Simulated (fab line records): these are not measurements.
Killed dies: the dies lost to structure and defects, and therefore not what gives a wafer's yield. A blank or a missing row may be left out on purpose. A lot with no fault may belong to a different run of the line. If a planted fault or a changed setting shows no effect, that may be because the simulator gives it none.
Struck lot and sound lot, side by side / flow nandHarc / 42 steps out of a route of 1302
Sound: these wafers, L876.3, L876.4, L876.6. Struck: wafer L884.1 (L884.4, L884.5, from the same lot, were not struck and are left out); the cause is given at the end.
Order at every step that has rows: each side's tool, ch and its chambers, its first start. Under that, the readings that differ: sound wafers / struck wafers / difference of the means / sigmas: that difference in standard deviations of wafers without a fault.
alike: a reading whose means differ by less than 2 such deviations, as well as words and numbers matching on both sides. not compared: withheld readings; readings where some wafer has no value; bounds like >300 that might hide an equal value; numbers whose values overlap and for which the record gives no deviation.
The two part at a step that has a row with sigmas, a row that says differs or no value, or rows on one side only. Numbers that have no deviation but don't overlap get no sigmas and don't part them. A reading that every wafer of one side lacks parts them only if that side has two wafers or more.

first, 5 steps without rows for these wafers: NHARC_A_SGD_CUT_PRECLEAN_18 (cleans in SC1); NHARC_A_SGD_CUT_SRD_19; NHARC_A_SGD_CUT_DEP_20 (deposits SiO2, target thk 150 nm); NHARC_A_SGD_CUT_ANNEAL_27 (time 1800 s); NHARC_A_SGD_CUT_CMP_21 (polishes, target thk 148.19 nm).
NHARC_A_SGD_CUT_THK_MEAS_22: measures by ellipsometry.
  struck on filmMetro-01, day 27 05:05; sound on filmMetro-01, day 21 20:20
  alike: thkNm
then, 3 steps without rows for these wafers: NHARC_A_SGD_CUT_SRD_23; NHARC_A_SGD_CUT_ETCH_26 (etches SiO2 in dHF, target depth 45.8 nm); NHARC_A_SGD_CUT_ETCHBACK_24 (etches the open film in CH3F/O2, target depth 50 nm, time 92.857 s).
NHARC_A_SGD_CUT_STRIP_28: strips in O2, time 20 s.
  sound on rieDiel-05 ch 0,1,3, day 21 20:44; struck on rieDiel-05 ch 3
  alike: drypumpMotorCurrentA, oesProductAu, rfVppV, showerheadPlenumPTorr, throttleValvePct
  not compared: rfHoursCounterH
NHARC_A_SGD_CUT_INSPECT_25:
  struck on defectInspect-02, day 27 05:32; sound on defectInspect-02, day 21 20:50
  alike: rawDefectCount
then, 1 step without rows for these wafers: NHARC_A_SLIT_DEP_25 (deposits SiO2, target thk 200 nm).
NHARC_A_SLIT_DEP_00: deposits aC, target thk 6200 nm.
  sound on aclDep-03 ch 0, day 22 00:55; struck on aclDep-01 ch 0, day 27 06:30
  alike: throttleValvePct
then, 9 steps without rows for these wafers: NHARC_A_SLIT_DEP_23 (deposits SiON, target thk 100 nm); NHARC_A_SLIT_DEHYDRATE_01 (time 120 s); NHARC_A_SLIT_HMDS_02 (time 30 s); NHARC_A_SLIT_COAT_03 (resist thk 90 nm); NHARC_A_SLIT_SOFTBAKE_04 (time 55 s); NHARC_A_SLIT_EBR_05; NHARC_A_SLIT_EXPOSE_06 (exposes mask SLIT); NHARC_A_SLIT_PEB_07 (peb time 65 s); NHARC_A_SLIT_DEVELOP_08 (develop time 35 s).
NHARC_A_SLIT_CD_MEAS_09: target cd 300 nm.
  sound on cdSem-03 ch 0, day 22 03:57; struck on cdSem-03 ch 0, day 27 10:54
  alike: cdNm
NHARC_A_SLIT_OVL_MEAS_10:
  struck on overlay-01, day 27 10:59; sound on overlay-02, day 22 04:02
  alike: overlayXNm, overlayYNm
NHARC_A_SLIT_INSPECT_11:
  struck on defectInspect-02, day 27 11:01; sound on defectInspect-02, day 22 04:04
  alike: rawDefectCount
then, 1 step without rows for these wafers: NHARC_A_SLIT_DESCUM_14 (chemistry O2, time 3 s).
NHARC_A_SLIT_ETCH_24: etches the open film in CF4/CHF3, target depth 121 nm, time 60.5 s.
  sound on rieDiel-11 ch 0,1,3, day 22 04:13; struck on rieDiel-01 ch 3, day 27 11:10
  alike: drypumpMotorCurrentA, oesProductAu, rfVppV, showerheadPlenumPTorr, throttleValvePct
  not compared: rfHoursCounterH
NHARC_A_SLIT_ETCH_15: etches the open film in O2/COS, target depth 6200 nm, time 1612 s.
  sound on rieDiel-11 ch 0,1,3; struck on rieDiel-01 ch 1
  alike: drypumpMotorCurrentA, oesProductAu, rfVppV, showerheadPlenumPTorr, throttleValvePct
  not compared: rfHoursCounterH
NHARC_A_SLIT_ETCH_17: etches the open film in C4F8/O2/Ar, time 4254.5 s, target depth 20300 nm.
  sound on harEtch-01 ch 0,1, day 22 07:02; struck on harEtch-02 ch 1, day 27 12:20
reading=rfHoursCounterH (h); sound=- - -; struck=135; difference=no value on the sound wafers; sigmas=
  alike: drypumpMotorCurrentA, showerheadPlenumPTorr, throttleValvePct
then, 6 steps without rows for these wafers: NHARC_A_SLIT_ETCH_26 (etches the open film in C4F8/O2/Ar, time 90 s, target depth 400 nm); NHARC_A_SLIT_STRIP_28 (strips in O2/COS); NHARC_A_SLIT_ETCH_29 (etches the open film in CF4/O2, target depth 100 nm, overetch 10 nm, time 55 s); NHARC_A_SLIT_STRIP_18 (strips in O2); NHARC_A_SLIT_PRECLEAN_19 (cleans in SC1); NHARC_A_SLIT_SRD_20.
NHARC_A_SLIT_CD_MEAS_21:
  struck on cdSem-03, day 27 17:25; sound on cdSem-02, day 22 10:54
  alike: cdNm
then, 3 steps without rows for these wafers: NHARC_A_SIN_REMOVE_WET_00 (chemistry H3PO4, time 15300 s); NHARC_A_SIN_REMOVE_PRECLEAN_01 (cleans in SC1); NHARC_A_SIN_REMOVE_SRD_02.
NHARC_A_SIN_REMOVE_INSPECT_04:
  the record holds rows for the sound wafers here (defectInspect-02, day 22 17:34) but none for the struck ones
NHARC_A_WL_FILL_ALD_00: deposits Al2O3, target thk 3 nm, pulse time 3 s, ald cycles 30.
  the record has rows for the sound wafers here (aldHk-04 ch 1,2,3, day 22 17:40) and none for the struck ones
-- jump in the record: it breaks off in module A_WL_FILL and resumes in module END (first step shown: number 1302 of the route), and 5 days separate the struck wafers' starts before and after --
NHARC_END_SORT_01:
  only the struck wafers appear in the record here, on prober-02 ch 0 at day 32 05:59; the sound ones have no rows

WHERE THEY PART
At NHARC_A_SLIT_ETCH_17 first; at NHARC_END_SORT_01 last (within this record only).

WHY: what had been put in by the simulator
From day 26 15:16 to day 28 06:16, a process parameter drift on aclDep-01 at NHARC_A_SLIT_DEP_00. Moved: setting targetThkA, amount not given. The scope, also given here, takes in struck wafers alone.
